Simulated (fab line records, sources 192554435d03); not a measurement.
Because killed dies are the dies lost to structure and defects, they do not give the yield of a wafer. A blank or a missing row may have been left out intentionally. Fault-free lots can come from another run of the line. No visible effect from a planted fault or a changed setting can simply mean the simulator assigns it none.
Split-lot study :: flow n5_finfet :: on a route of 1938 steps: 7 lots, 39 wafers read

== ON THE SPLIT ==
At N5_BEOL_M11_ETCH_62 (etches SOC in N2/H2, target depth 110 nm, overetch 22 nm, time 165 s), the setting time_s was moved away from the recipe's 165 s on 15 of the 39 wafers read, by -47.0% to +42.5%. This setting was run at the recipe's value on the other wafers.

The reading is taken at the split's own step.

== THE READING ==
SiARC_of_BEOL_M11_COAT_60.thk_nm (the simulator's own value, which no gauge read), in nm, at N5_BEOL_M11_ETCH_62 (etches SOC in N2/H2, target depth 110 nm, overetch 22 nm, time 165 s). There is no usual value for it anywhere in the file. The 24 wafers here that ran the recipe average 23.7 nm, standard deviation 0.31 nm.

wafer: L075.1
tool, chamber at the split: rie_diel-02, 3
time_s as run, s: 165
against the recipe: recipe
SiARC_of_BEOL_M11_COAT_60.thk_nm, nm: 23.8
against lot-mates on the recipe: -

wafer: L075.2
tool, chamber at the split: rie_diel-02, 2
time_s as run, s: 165
against the recipe: recipe
SiARC_of_BEOL_M11_COAT_60.thk_nm, nm: 23.6
against lot-mates on the recipe: -

wafer: L075.3
tool, chamber at the split: rie_diel-02, 0
time_s as run, s: 235.2
against the recipe: +42.5%
SiARC_of_BEOL_M11_COAT_60.thk_nm, nm: 21.6
against lot-mates on the recipe: -2.1

wafer: L075.4
tool, chamber at the split: rie_diel-02, 1
time_s as run, s: 235.2
against the recipe: +42.5%
SiARC_of_BEOL_M11_COAT_60.thk_nm, nm: 20.8
against lot-mates on the recipe: -2.9

wafer: L075.5
tool, chamber at the split: rie_diel-02, 2
time_s as run, s: 165
against the recipe: recipe
SiARC_of_BEOL_M11_COAT_60.thk_nm, nm: 23.6
against lot-mates on the recipe: -

wafer: L075.6
tool, chamber at the split: rie_diel-02, 3
time_s as run, s: 235.2
against the recipe: +42.5%
SiARC_of_BEOL_M11_COAT_60.thk_nm, nm: 21
against lot-mates on the recipe: -2.7

wafer: L077.1
tool, chamber at the split: rie_diel-01, 3
time_s as run, s: 219.6
against the recipe: +33.1%
SiARC_of_BEOL_M11_COAT_60.thk_nm, nm: 22.2
against lot-mates on the recipe: -1.7

wafer: L077.2
tool, chamber at the split: rie_diel-01, 1
time_s as run, s: 165
against the recipe: recipe
SiARC_of_BEOL_M11_COAT_60.thk_nm, nm: 24.2
against lot-mates on the recipe: -

wafer: L077.3
tool, chamber at the split: rie_diel-01, 0
time_s as run, s: 165
against the recipe: recipe
SiARC_of_BEOL_M11_COAT_60.thk_nm, nm: 23.2
against lot-mates on the recipe: -

wafer: L077.4
tool, chamber at the split: rie_diel-01, 2
time_s as run, s: 219.6
against the recipe: +33.1%
SiARC_of_BEOL_M11_COAT_60.thk_nm, nm: 21.4
against lot-mates on the recipe: -2.5

wafer: L077.5
tool, chamber at the split: rie_diel-01, 1
time_s as run, s: 165
against the recipe: recipe
SiARC_of_BEOL_M11_COAT_60.thk_nm, nm: 24.2
against lot-mates on the recipe: -

wafer: L077.6
tool, chamber at the split: rie_diel-01, 0
time_s as run, s: 219.6
against the recipe: +33.1%
SiARC_of_BEOL_M11_COAT_60.thk_nm, nm: 21
against lot-mates on the recipe: -2.9

wafer: L082.1
tool, chamber at the split: rie_diel-02, 2
time_s as run, s: 165
against the recipe: recipe
SiARC_of_BEOL_M11_COAT_60.thk_nm, nm: 23.4
against lot-mates on the recipe: -

wafer: L082.2
tool, chamber at the split: rie_diel-02, 3
time_s as run, s: 165
against the recipe: recipe
SiARC_of_BEOL_M11_COAT_60.thk_nm, nm: 23.4
against lot-mates on the recipe: -

wafer: L082.3
tool, chamber at the split: rie_diel-02, 1
time_s as run, s: 87.37
against the recipe: -47.0%
SiARC_of_BEOL_M11_COAT_60.thk_nm, nm: 26.4
against lot-mates on the recipe: +3.0

wafer: L082.4
tool, chamber at the split: rie_diel-02, 1
time_s as run, s: 87.37
against the recipe: -47.0%
SiARC_of_BEOL_M11_COAT_60.thk_nm, nm: 26.4
against lot-mates on the recipe: +3.0

wafer: L082.5
tool, chamber at the split: rie_diel-02, 2
time_s as run, s: 87.37
against the recipe: -47.0%
SiARC_of_BEOL_M11_COAT_60.thk_nm, nm: 26.6
against lot-mates on the recipe: +3.2

wafer: L082.6
tool, chamber at the split: rie_diel-02, 3
time_s as run, s: 165
against the recipe: recipe
SiARC_of_BEOL_M11_COAT_60.thk_nm, nm: 23.4
against lot-mates on the recipe: -

wafer: L084.1
tool, chamber at the split: rie_diel-04, 2
time_s as run, s: 165
against the recipe: recipe
SiARC_of_BEOL_M11_COAT_60.thk_nm, nm: 23.8
against lot-mates on the recipe: -

wafer: L084.2
tool, chamber at the split: rie_diel-04, 0
time_s as run, s: 165
against the recipe: recipe
SiARC_of_BEOL_M11_COAT_60.thk_nm, nm: 23.4
against lot-mates on the recipe: -

wafer: L084.3
tool, chamber at the split: rie_diel-04, 1
time_s as run, s: 165
against the recipe: recipe
SiARC_of_BEOL_M11_COAT_60.thk_nm, nm: 23.4
against lot-mates on the recipe: -

wafer: L084.4
tool, chamber at the split: rie_diel-04, 3
time_s as run, s: 116.5
against the recipe: -29.4%
SiARC_of_BEOL_M11_COAT_60.thk_nm, nm: 25.2
against lot-mates on the recipe: +1.7

wafer: L084.5
tool, chamber at the split: rie_diel-04, 0
time_s as run, s: 116.5
against the recipe: -29.4%
SiARC_of_BEOL_M11_COAT_60.thk_nm, nm: 25.4
against lot-mates on the recipe: +1.9

wafer: L084.6
tool, chamber at the split: rie_diel-04, 3
time_s as run, s: 116.5
against the recipe: -29.4%
SiARC_of_BEOL_M11_COAT_60.thk_nm, nm: 25.2
against lot-mates on the recipe: +1.7

wafer: L086.1
tool, chamber at the split: rie_diel-02, 0
time_s as run, s: 215
against the recipe: +30.3%
SiARC_of_BEOL_M11_COAT_60.thk_nm, nm: 22.4
against lot-mates on the recipe: -1.3

wafer: L086.2
tool, chamber at the split: rie_diel-02, 3
time_s as run, s: 215
against the recipe: +30.3%
SiARC_of_BEOL_M11_COAT_60.thk_nm, nm: 21.8
against lot-mates on the recipe: -1.9

wafer: L086.3
tool, chamber at the split: rie_diel-02, 1
time_s as run, s: 165
against the recipe: recipe
SiARC_of_BEOL_M11_COAT_60.thk_nm, nm: 23.6
against lot-mates on the recipe: -

wafer: L086.4
tool, chamber at the split: rie_diel-02, 2
time_s as run, s: 215
against the recipe: +30.3%
SiARC_of_BEOL_M11_COAT_60.thk_nm, nm: 21.6
against lot-mates on the recipe: -2.1

wafer: L086.5
tool, chamber at the split: rie_diel-02, 1
time_s as run, s: 165
against the recipe: recipe
SiARC_of_BEOL_M11_COAT_60.thk_nm, nm: 23.6
against lot-mates on the recipe: -

wafer: L086.6
tool, chamber at the split: rie_diel-02, 0
time_s as run, s: 165
against the recipe: recipe
SiARC_of_BEOL_M11_COAT_60.thk_nm, nm: 24
against lot-mates on the recipe: -

wafer: L087.3
tool, chamber at the split: rie_diel-02, 3
time_s as run, s: 165
against the recipe: recipe
SiARC_of_BEOL_M11_COAT_60.thk_nm, nm: 23.8
against lot-mates on the recipe: -

wafer: L087.4
tool, chamber at the split: rie_diel-02, 0
time_s as run, s: 165
against the recipe: recipe
SiARC_of_BEOL_M11_COAT_60.thk_nm, nm: 24
against lot-mates on the recipe: -

wafer: L087.5
tool, chamber at the split: rie_diel-02, 2
time_s as run, s: 165
against the recipe: recipe
SiARC_of_BEOL_M11_COAT_60.thk_nm, nm: 23.6
against lot-mates on the recipe: -

wafer: L090.1
tool, chamber at the split: rie_diel-01, 0
time_s as run, s: 165
against the recipe: recipe
SiARC_of_BEOL_M11_COAT_60.thk_nm, nm: 23.4
against lot-mates on the recipe: -

wafer: L090.2
tool, chamber at the split: rie_diel-01, 2
time_s as run, s: 165
against the recipe: recipe
SiARC_of_BEOL_M11_COAT_60.thk_nm, nm: 23.6
against lot-mates on the recipe: -

wafer: L090.3
tool, chamber at the split: rie_diel-01, 3
time_s as run, s: 165
against the recipe: recipe
SiARC_of_BEOL_M11_COAT_60.thk_nm, nm: 24.2
against lot-mates on the recipe: -

wafer: L090.4
tool, chamber at the split: rie_diel-01, 1
time_s as run, s: 165
against the recipe: recipe
SiARC_of_BEOL_M11_COAT_60.thk_nm, nm: 24.2
against lot-mates on the recipe: -

wafer: L090.5
tool, chamber at the split: rie_diel-01, 1
time_s as run, s: 165
against the recipe: recipe
SiARC_of_BEOL_M11_COAT_60.thk_nm, nm: 24.2
against lot-mates on the recipe: -

wafer: L090.6
tool, chamber at the split: rie_diel-01, 2
time_s as run, s: 165
against the recipe: recipe
SiARC_of_BEOL_M11_COAT_60.thk_nm, nm: 23.6
against lot-mates on the recipe: -

THE FIT
A straight line over all 39 wafers: SiARC_of_BEOL_M11_COAT_60.thk_nm changes by -0.0594 nm for each +1% of time_s; r = -0.97; the points scatter about the line by 0.33 nm.
The same after taking each lot's own level away (the mean of its wafers on the recipe; 39 wafers): -0.063 nm for each +1%; r = -0.98; scatter 0.31 nm.
That fit puts the effect of the largest move of time_s on the reading at 3 nm.
The lots' own levels span 23.40 to 23.87 nm, that is 1.5 times the standard deviation above.
Hence the lot-to-lot level has little effect on the slope; both slopes agree.
Check: +2.96 nm against its lot-mates is what the line predicts for one of the wafers moved furthest among these (-47.0%) when that wafer is left out of the fit. Against them it came out at +3 nm.

== OTHER SPLITS APPLIED TO THESE WAFERS ==
Note: prior to the reading, these wafers also went through further splits. Each is held against what the fit with the lots' levels taken away leaves over:
other split on the same wafers: N5_BEOL_M9_TRENCH_ETCH_37 time_s
wafers away from the commonest value: 15
r with SiARC_of_BEOL_M11_COAT_60.thk_nm (lot level and that fit taken away): -0.08

== THE WHOLE CHAIN: every reading that the file lists as answering this split, in the file's order ==
step: N5_BEOL_M11_ETCH_62
what it does: etches SOC in N2/H2, target depth 110 nm, overetch 22 nm, time 165 s
reading: etch.depth_nm (the simulator's own value, which no gauge read)
change (the file's fit): not straight: 71.42 at the lowest setting, 99.97 at the recipe, 100.2 at the highest
r (the file's): not given

step: N5_BEOL_M11_ETCH_62
what it does: etches SOC in N2/H2, target depth 110 nm, overetch 22 nm, time 165 s
reading: SiARC_of_BEOL_M11_COAT_60.thk_nm (the simulator's own value, which no gauge read)
change (the file's fit): -0.063 nm for each +1% of the setting
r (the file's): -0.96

== THE FILE'S OWN FIT ==
SiARC_of_BEOL_M11_COAT_60.thk_nm changes by -0.063 nm for each +1% of time_s, r = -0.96.
